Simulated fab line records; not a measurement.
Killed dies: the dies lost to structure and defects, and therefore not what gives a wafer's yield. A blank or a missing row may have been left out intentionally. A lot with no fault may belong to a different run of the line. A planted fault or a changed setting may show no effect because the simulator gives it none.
Matching of chambers | flow nandHarc | NHARC_A_STAIRCASE_ETCH_444 on rieDiel-11: 4 sister chambers
The step etches the open film in C4F8/O2, target depth 20400 nm, time 6800 s. 14 wafers are shown with their chamber, then 7 later ones without.

== WAFERS PAIRED WITH THEIR CHAMBERS ==
wafer  | chamber | rfVppV (V) | oesProductAu (a.u.)
L078.1 | 1       | 804.8      | 0.952
L078.2 | 2       | 802.8      | 0.944
L078.5 | 3       | 806.0      | 0.948
L083.1 | 3       | 806.1      | 0.927
L083.3 | 1       | 804.6      | 0.919
L083.6 | 3       | 806.3      | 0.917
L082.1 | 2       | 802.9      | 0.913
L082.2 | 3       | 804.5      | 0.939
L082.4 | 0       | 805.1      | 0.914
L081.2 | 3       | 807.5      | 0.933
L081.4 | 2       | 804.1      | 0.912
L081.5 | 3       | 804.8      | 0.938
L086.1 | 0       | 805.0      | 0.920
L086.2 | 2       | 804.7      | 0.914

SIGNATURES, as means of the wafers listed above
reading      | chamber 0 | chamber 1 | chamber 2 | chamber 3 | scatter within a chamber
rfVppV       | 805.050   | 804.700   | 803.625   | 805.867   | 0.924
oesProductAu | 0.91700   | 0.93550   | 0.92075   | 0.93367   | 0.0136
Rule: for each reading, subtract the chamber's mean from the wafer's reading, divide by that reading's scatter and square the result; add these up over the readings and take the root, which gives the wafer's distance from the chamber. The wafer belongs to the nearest chamber; if the next one is less than 2 further off, it can't be placed. How the scatter is found: for the shown wafers, subtract from each reading the mean of its chamber, square and add these, divide the total by (wafers less chambers), then take the root.

== WAFERS WITHOUT THEIR CHAMBER ==
wafer  | rfVppV (V) | oesProductAu (a.u.)
L086.5 | 806.9      | 0.935
L088.2 | 805.5      | 0.935
L088.3 | 803.3      | 0.932
L088.6 | 804.2      | 0.919
L096.1 | 805.4      | 0.936
L096.2 | 801.8      | 0.925
L096.5 | 805.0      | 0.934

== THE CHAMBER EACH PASSED THROUGH ==
wafer  | from the rows above               | in truth
L086.5 | can't be placed: 3 or 1 or 0      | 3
L088.2 | can't be placed: 3 or 1 or 0 or 2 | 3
L088.3 | can't be placed: 2 or 1 or 0 or 3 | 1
L088.6 | can't be placed: 2 or 0 or 1 or 3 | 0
L096.1 | can't be placed: 3 or 1 or 0 or 2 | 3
L096.2 | can't be placed: 2 or 1 or 0      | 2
L096.5 | can't be placed: 1 or 3 or 0 or 2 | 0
0 of 7 placed correctly. Unplaceable from these rows: 7, with the true chamber sitting among the candidates in 7. Number placed wrongly: 0.
